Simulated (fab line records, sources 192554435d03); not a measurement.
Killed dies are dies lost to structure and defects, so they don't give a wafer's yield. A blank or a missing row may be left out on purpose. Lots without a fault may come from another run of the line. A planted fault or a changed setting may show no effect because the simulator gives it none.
Which tool did it? | flow n5_finfet | 6 lots, 18 wafers sampled, at 1 step of a route of 1938

WHAT THE GAUGES READ, wafer by wafer
N5_SDB_INSPECT_36: inspects for defects (darkfield).
lot  | measured    | on                | raw_defect_count
L592 | day 4 06:09 | defect_inspect-02 | 28 37 36
L597 | day 5 08:42 | defect_inspect-02 | 46 52 39
L602 | day 7 07:54 | defect_inspect-02 | 44 43 31
L610 | day 9 06:33 | defect_inspect-01 | 27 36 29
L614 | day 9 17:56 | defect_inspect-01 | 46 46 32
L613 | day 9 21:46 | defect_inspect-01 | 23 39 29

WHICH TOOL RAN EACH LOT (tool, then ch and the chambers of the sampled wafers, then the start)
The record holds no process step before these readings.

THE ANSWER, worked out from the rows above alone
Rule: what is usual is taken from the lots themselves. Put in order of their means at a reading, lots are off if they are a third of the lots or fewer, leave a main group of 4 or more, and stand apart from it by a gap of 3 or more times the standard deviation of the main group's means; of several such gaps the widest counts. A main group whose means are all the same, to the digits that the tables above print for the reading, isn't used. A lot without any number at a reading at which 4 lots or more have one is off too. The other lots that the step has rows for count as sound.
No lot is off at any reading shown: from this, nothing can be told.

WHAT THE SIMULATOR HAD PUT IN
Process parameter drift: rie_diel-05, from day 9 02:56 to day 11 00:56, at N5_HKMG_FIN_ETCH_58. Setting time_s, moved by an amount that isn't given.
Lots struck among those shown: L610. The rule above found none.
